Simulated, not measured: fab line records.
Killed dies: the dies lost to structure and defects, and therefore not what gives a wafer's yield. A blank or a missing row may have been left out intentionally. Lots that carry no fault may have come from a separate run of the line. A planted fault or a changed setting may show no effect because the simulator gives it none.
Tool commonality check    flow nand-harc    42 wafers sampled across 14 lots

WHAT PROMPTED THE OPENING
Flagged at NHARC_A_SOURCE_PLATE_THK_MEAS_09: reading thk-nm, on 2 of 14 lots. Wafers without a fault read 9.5 nm, standard deviation 1.
Rule: a lot gets a flag if all its wafers with a number sit over 4 standard deviations from that mean, or if no wafer of it has a number. As for the other lots, they are considered sound.

lot   measured      on             thk-nm (nm), wafer by wafer  flag
L149  day 7 15:07   film-metro-02  9.6 9.0 8.7                  
L150  day 7 15:07   film-metro-01  10.0 10.9 10.5               
L152  day 7 15:07   film-metro-01  9.2 9.3 9.2                  
L151  day 7 20:50   film-metro-02  10.2 9.8 9.5                 
L153  day 8 05:48   film-metro-02  10.6 10.0 10.5               
L154  day 8 11:53   film-metro-01  10.3 8.5 9.5                 
L156  day 9 01:45   film-metro-02  15.6 14.8 14.7               FLAGGED
L160  day 10 07:47  film-metro-02  14.9 16.0 15.0               FLAGGED
L167  day 11 13:27  film-metro-02  11.2 9.1 9.9                 
L166  day 11 13:27  film-metro-01  7.4 9.7 9.4                  
L169  day 12 00:59  film-metro-02  12.2 9.7 11.3                
L168  day 12 00:59  film-metro-01  9.5 8.3 9.2                  
L170  day 12 18:57  film-metro-02  9.1 9.1 9.4                  
L171  day 12 18:58  film-metro-02  8.9 10.4 11.1                
Average over the flagged lots: 15.2 nm; offset from the usual +5.7 nm, equal to +6 standard deviations.

WHICH TOOL RAN EACH LOT
The record holds 2 process steps before the reading, out of a route of 1159 steps. Every cell lists first the tool, next ch and the chambers used by the sampled wafers, and last the start.
lot   flag     NHARC_P_BONDPAD_ANNEAL_28         NHARC_A_SOURCE_PLATE_OXIDE_02
L149           rtp-anneal-02 ch 0, day 7 04:26   furnace-05 ch 0, day 7 11:04
L150           rtp-anneal-01 ch 0, day 7 03:39   furnace-05 ch 0, day 7 11:04
L152           rtp-anneal-02 ch 0, day 7 06:10   furnace-05 ch 0, day 7 11:04
L151           rtp-anneal-02 ch 0, day 7 09:44   furnace-02 ch 0, day 7 16:47
L153           rtp-anneal-02 ch 0, day 7 18:02   furnace-08 ch 0, day 8 01:46
L154           rtp-anneal-02 ch 0, day 8 00:40   furnace-02 ch 0, day 8 07:47
L156  FLAGGED  rtp-anneal-02 ch 0, day 8 10:34   furnace-02 ch 0, day 8 15:05 and furnace-05 ch 0, day 8 21:17
L160  FLAGGED  rtp-anneal-01 ch 0, day 9 18:11   furnace-02 ch 0, day 9 23:19 and furnace-08 ch 0, day 10 03:23
L167           rtp-anneal-01 ch 0, day 11 02:15  furnace-02 ch 0, day 11 09:23
L166           rtp-anneal-02 ch 0, day 11 03:07  furnace-02 ch 0, day 11 09:23
L169           rtp-anneal-02 ch 0, day 11 13:55  furnace-02 ch 0, day 11 20:57
L168           rtp-anneal-01 ch 0, day 11 15:04  furnace-02 ch 0, day 11 20:57
L170           rtp-anneal-02 ch 0, day 12 08:07  furnace-08 ch 0, day 12 14:55
L171           rtp-anneal-02 ch 0, day 12 08:45  furnace-08 ch 0, day 12 14:55
These steps, and what they do:
- NHARC_P_BONDPAD_ANNEAL_28: time 90 s.
- NHARC_A_SOURCE_PLATE_OXIDE_02: material SiO2, target thk 10 nm, ox time 1362 s.
- NHARC_A_SOURCE_PLATE_THK_MEAS_09: measures by ellipsometry.

FLAGGED AGAINST TOTAL, ONE TOOL AT A TIME (gauges that did the reading follow at the end)
step                              tool           lots run  flagged  share of the flagged lots  sound lots run after its first flagged lot
NHARC_P_BONDPAD_ANNEAL_28         rtp-anneal-01  4         1        some                       2 (L167,L168)
NHARC_P_BONDPAD_ANNEAL_28         rtp-anneal-02  10        1        some                       4 (L166,L169,L170,L171)
NHARC_A_SOURCE_PLATE_OXIDE_02     furnace-02     8         2        all                        4 (L166,L167,L168,L169)
NHARC_A_SOURCE_PLATE_OXIDE_02     furnace-05     4         1        some                       0
NHARC_A_SOURCE_PLATE_OXIDE_02     furnace-08     4         1        some                       2 (L170,L171)
NHARC_A_SOURCE_PLATE_THK_MEAS_09  film-metro-01  5         0        none                       -
NHARC_A_SOURCE_PLATE_THK_MEAS_09  film-metro-02  9         2        all                        4 (L167,L169,L170,L171)

WHAT IS ALLOWED BY THE TABLE
Every flagged lot went through 2 rows of the table: furnace-02 at NHARC_A_SOURCE_PLATE_OXIDE_02 and film-metro-02 at NHARC_A_SOURCE_PLATE_THK_MEAS_09.
- furnace-02 at NHARC_A_SOURCE_PLATE_OXIDE_02 ran 8 lots, 2 of them flagged. Lots that were sound ran on it after the first flagged one (L166, L167, L168, L169); a persistent fault on the entire tool would not allow that.
- film-metro-02 at NHARC_A_SOURCE_PLATE_THK_MEAS_09 ran 9 lots, 2 of them flagged. Lots that were sound ran on it after the first flagged one (L167, L169, L170, L171); a persistent fault on the entire tool would not allow that.
No row of the table ran every flagged lot and no sound lot after the first.

WHAT HAD BEEN PUT IN BY THE SIMULATOR
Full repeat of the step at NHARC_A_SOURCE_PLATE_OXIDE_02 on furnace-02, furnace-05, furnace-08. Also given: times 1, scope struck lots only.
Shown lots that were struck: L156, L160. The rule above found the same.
